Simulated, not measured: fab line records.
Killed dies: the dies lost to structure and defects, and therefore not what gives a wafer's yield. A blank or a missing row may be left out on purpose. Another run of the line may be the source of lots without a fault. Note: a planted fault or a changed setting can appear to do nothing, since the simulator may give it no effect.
A struck lot beside a sound one | flow n5Finfet | 19 out of 1938 route steps
Sound: the wafers L450.2, L450.5, L450.6. Struck: wafers L468.1, L468.2, L468.6. Last of all comes the cause.
At each step with rows: each side's tool, then ch and its chambers, then its first start. Under that, the readings that differ: sound wafers | struck wafers | difference of the means | sigmas: that difference in standard deviations of wafers without a fault.
alike: readings with means less than 2 such deviations apart, plus words and numbers identical on both sides. not compared: withheld readings, readings lacking a value on some wafer, bounds such as >300 that could conceal the same value, and numbers that have no deviation in the record and whose values overlap.
A row with sigmas, a row that says differs or no value, or rows on one side alone: a step with any of these is where the two part. When numbers do not overlap yet have no deviation, they are printed without sigmas and do not part them. A reading that every wafer of one side lacks parts them only if that side has two wafers or more.

first, 7 steps without rows for these wafers: N5_BEOL_M10_COAT_60 (time 60 s, resist thk 30 nm); N5_BEOL_M10_COAT_05 (resist thk 90 nm); N5_BEOL_M10_EBR_07; N5_BEOL_M10_SOFTBAKE_06 (time 60 s); N5_BEOL_M10_EXPOSE_08 (exposes mask M10); N5_BEOL_M10_PEB_09 (peb time 60 s); N5_BEOL_M10_DEVELOP_10 (develop time 30 s).
N5_BEOL_M10_CD_MEAS_11: target cd 64.1 nm.
  sound on cdSem-02 ch 0, day 10 09:47; struck on cdSem-03 ch 0, day 14 08:56
  alike: cdNm
N5_BEOL_M10_OVL_MEAS_12:
  sound on overlay-01 ch 0, day 10 09:49; struck on overlay-02 ch 0, day 14 08:58
  alike: M10_OVL
N5_BEOL_M10_INSPECT_13: inspects for defects (brightfield).
  sound on defectInspect-02, day 10 09:50; struck on defectInspect-02, day 14 08:59
  alike: rawDefectCount
N5_BEOL_M10_DESCUM_16: chemistry O2, time 7.9 s.
  sound on rieDiel-05 ch 0,1,2, day 10 09:57; struck on rieDiel-05 ch 1,2, day 14 09:01
  alike: chamberPressureMTorr, drypumpMotorCurrentA, oesProductAu, rfVppV, showerheadPlenumPTorr, throttleValvePct
  not compared: rfHoursCounterH
N5_BEOL_M10_ETCH_61: etches SiARC in CF4, target depth 39 nm, time 65 s.
  sound on rieDiel-05 ch 0,1,2, day 10 09:59; struck on rieDiel-05 ch 1,2, day 14 09:04
  alike: biasW, cf4FlowSccm, chamberPressureMTorr, drypumpMotorCurrentA, etchRfOnTimeS, oesProductAu, rfVppV, showerheadPlenumPTorr, throttleValvePct
  not compared: rfHoursCounterH
N5_BEOL_M10_ETCH_62: etches SOC in N2/H2, target depth 110 nm, overetch 22 nm, time 165 s.
  sound on rieDiel-05 ch 0,1,2, day 10 10:02; struck on rieDiel-05 ch 1,2, day 14 09:07
  no value came back on the struck wafers for any of 8 readings (biasW (W), chamberPressureMTorr (mTorr) and others); on the sound wafers biasW (W) reads 150.4 149.5 149.7
reading                                      | sound          | struck         | difference | sigmas
model.CAR-ArF_of_BEOL_M10_COAT_05.thkNm (nm) | 0 0 0          | 55.8 55.8 55.8 | +55.8      | 
model.SiARC_of_BEOL_M10_COAT_60.thkNm (nm)   | 23.8 23.2 23.4 | 30 30 30       | +7         | 
  not compared: rfHoursCounterH
then, 1 step without rows for these wafers: N5_BEOL_M10_STRIP_68 (strips in N2/H2).
N5_BEOL_M10_STRIP_67: strips in CF4.
  sound on rieDiel-05 ch 0,1,2, day 10 10:11; struck on rieDiel-05 ch 1,2, day 14 09:15
  alike: chamberPressureMTorr, drypumpMotorCurrentA, oesProductAu, rfVppV, showerheadPlenumPTorr, throttleValvePct
  not compared: rfHoursCounterH
N5_BEOL_M10_HM_OPEN_17: chemistry Cl2/BCl3, target TiN, target depth 20 nm, overetch 6 nm.
  sound on rieMetal-01 ch 0,1, day 10 10:13; struck on rieMetal-03 ch 0,1, day 14 09:18
reading              | sound             | struck            | difference | sigmas
oesProductAu (a.u.)  | 0.69 0.72 0.69    | 0.31 0.27 0.32    | -0.40      | -9
throttleValvePct (%) | 22.21 21.99 22.22 | 22.49 22.74 22.49 | +0.43      | +3
  alike: chamberPressureMTorr, drypumpMotorCurrentA, heBacksideLeakSccm
  not compared: rfHoursCounterH
N5_BEOL_M10_STRIP_19: strips in O2.
  sound on rieDiel-04 ch 0,1, day 10 10:20; struck on rieDiel-05 ch 1,2,3, day 14 09:25
reading    | sound       | struck      | difference | sigmas
rfVppV (V) | 4.4 3.6 5.8 | 2.4 3.3 3.6 | -1.5       | -2
  alike: chamberPressureMTorr, drypumpMotorCurrentA, oesProductAu, showerheadPlenumPTorr, throttleValvePct
  not compared: rfHoursCounterH
N5_BEOL_M10_CD_MEAS_18: pitch 140 nm, target cd 70 nm.
  sound on cdSem-03, day 10 10:25; struck on cdSem-01, day 14 09:29
reading   | sound          | struck | difference                    | sigmas
cdNm (nm) | 70.0 70.1 69.8 | - - -  | no value on the struck wafers | 
then, 1 step without rows for these wafers: N5_BEOL_M10_COAT_63 (time 60 s, resist thk 100 nm).

## WHERE THEY PART
At N5_BEOL_M10_ETCH_62 first; at N5_BEOL_M10_CD_MEAS_18 last (within this record only).

WHY: the cause the simulator had injected
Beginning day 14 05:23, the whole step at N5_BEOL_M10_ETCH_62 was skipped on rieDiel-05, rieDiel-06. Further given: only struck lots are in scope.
